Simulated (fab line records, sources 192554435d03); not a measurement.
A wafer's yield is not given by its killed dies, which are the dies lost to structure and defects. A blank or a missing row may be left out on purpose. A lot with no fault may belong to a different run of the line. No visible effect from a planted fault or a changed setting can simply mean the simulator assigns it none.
What tool caused it? || flow n5_finfet || Sampling: 9 lots, 24 wafers, 3 of 1938 route steps

== WHAT THE GAUGES READ, wafer by wafer ==
N5_HKMG_FIN_INSPECT_14: inspects for defects (macro).
{"lot": "L775", "measured": "day 4 16:42", "on": "defect_inspect-02", "raw_defect_count": "2 0 3"}
{"lot": "L777", "measured": "day 5 02:49", "on": "defect_inspect-01", "raw_defect_count": "0 1 2"}
{"lot": "L779", "measured": "day 5 15:49", "on": "defect_inspect-01", "raw_defect_count": "279 3"}
{"lot": "L780", "measured": "day 6 00:34", "on": "defect_inspect-01", "raw_defect_count": "293 2"}
{"lot": "L781", "measured": "day 6 04:09", "on": "defect_inspect-01", "raw_defect_count": "2 296"}
{"lot": "L782", "measured": "day 6 11:33", "on": "defect_inspect-02", "raw_defect_count": "1 2 3"}
{"lot": "L785", "measured": "day 7 06:36", "on": "defect_inspect-02", "raw_defect_count": "0 2 0"}
{"lot": "L790", "measured": "day 8 10:29", "on": "defect_inspect-02", "raw_defect_count": "1 2 2"}
{"lot": "L793", "measured": "day 9 03:04", "on": "defect_inspect-02", "raw_defect_count": "0 3 3"}

== EACH LOT AND THE TOOL THAT RAN IT (in order: tool; ch and the chambers of the sampled wafers; start) ==
{"lot": "L775", "N5_HKMG_FIN_ALD_79": "ald_metal-04 ch 0,1,3, day 4 14:43", "N5_HKMG_FIN_PWFM_ALD_03": "ald_metal-03 ch 0,1,2, day 4 15:56"}
{"lot": "L777", "N5_HKMG_FIN_ALD_79": "ald_metal-04 ch 2,3, day 5 00:52", "N5_HKMG_FIN_PWFM_ALD_03": "ald_metal-03 ch 1,2,3, day 5 02:04"}
{"lot": "L779", "N5_HKMG_FIN_ALD_79": "ald_metal-04 ch 0,2, day 5 13:51", "N5_HKMG_FIN_PWFM_ALD_03": "ald_metal-01 ch 0,2, day 5 14:56"}
{"lot": "L780", "N5_HKMG_FIN_ALD_79": "ald_metal-04 ch 0,1, day 5 22:43", "N5_HKMG_FIN_PWFM_ALD_03": "ald_metal-04 ch 2,3, day 5 23:47"}
{"lot": "L781", "N5_HKMG_FIN_ALD_79": "ald_metal-04 ch 0,1, day 6 01:55", "N5_HKMG_FIN_PWFM_ALD_03": "ald_metal-01 ch 1,3, day 6 03:16"}
{"lot": "L782", "N5_HKMG_FIN_ALD_79": "ald_metal-01 ch 0,1,3, day 6 09:30", "N5_HKMG_FIN_PWFM_ALD_03": "ald_metal-04 ch 1,2,3, day 6 10:39"}
{"lot": "L785", "N5_HKMG_FIN_ALD_79": "ald_metal-01 ch 1,2, day 7 04:32", "N5_HKMG_FIN_PWFM_ALD_03": "ald_metal-01 ch 0,3, day 7 05:42"}
{"lot": "L790", "N5_HKMG_FIN_ALD_79": "ald_metal-01 ch 0,3, day 8 08:31", "N5_HKMG_FIN_PWFM_ALD_03": "ald_metal-01 ch 1,2, day 8 09:35"}
{"lot": "L793", "N5_HKMG_FIN_ALD_79": "ald_metal-01 ch 0,1,3, day 9 01:05", "N5_HKMG_FIN_PWFM_ALD_03": "ald_metal-03 ch 1,2, day 9 02:10"}
- N5_HKMG_FIN_ALD_79: deposits TiN, target thk 1.5 nm, pulse time 1 s, purge time 3 s.
- N5_HKMG_FIN_PWFM_ALD_03: deposits TiN, target thk 2 nm, pulse time 1 s, purge time 3 s.

== THE ANSWER, worked out from the rows above alone ==
Rule: the usual values come from the lots themselves. The widest of any qualifying gaps counts: lots, ordered by their means at a reading, are off when they make up no more than a third of the lots, leave a main group of 4 or more, and stand apart from it by 3 or more times the standard deviation of that group's means. Not used: any main group whose means are identical at the precision the tables above print for the reading. Also off: a lot with no number at a reading for which 4 or more lots have one. Where the step has rows for the other lots, those lots are counted as sound.
Off: L779, L780, L781, at N5_HKMG_FIN_INSPECT_14 (raw_defect_count). The main group has a mean of 1.5 with a standard deviation of 0.5.
If a tool, at a process step before that reading, ran all the lots that are off and no sound lot after the first of them, it fits. Gauges at N5_HKMG_FIN_INSPECT_14: tried the same way as those tools. Undecided on this evidence; 2 tools fit (ald_metal-04 at N5_HKMG_FIN_ALD_79, defect_inspect-01 at N5_HKMG_FIN_INSPECT_14).

== WHAT WAS PUT IN BY THE SIMULATOR ==
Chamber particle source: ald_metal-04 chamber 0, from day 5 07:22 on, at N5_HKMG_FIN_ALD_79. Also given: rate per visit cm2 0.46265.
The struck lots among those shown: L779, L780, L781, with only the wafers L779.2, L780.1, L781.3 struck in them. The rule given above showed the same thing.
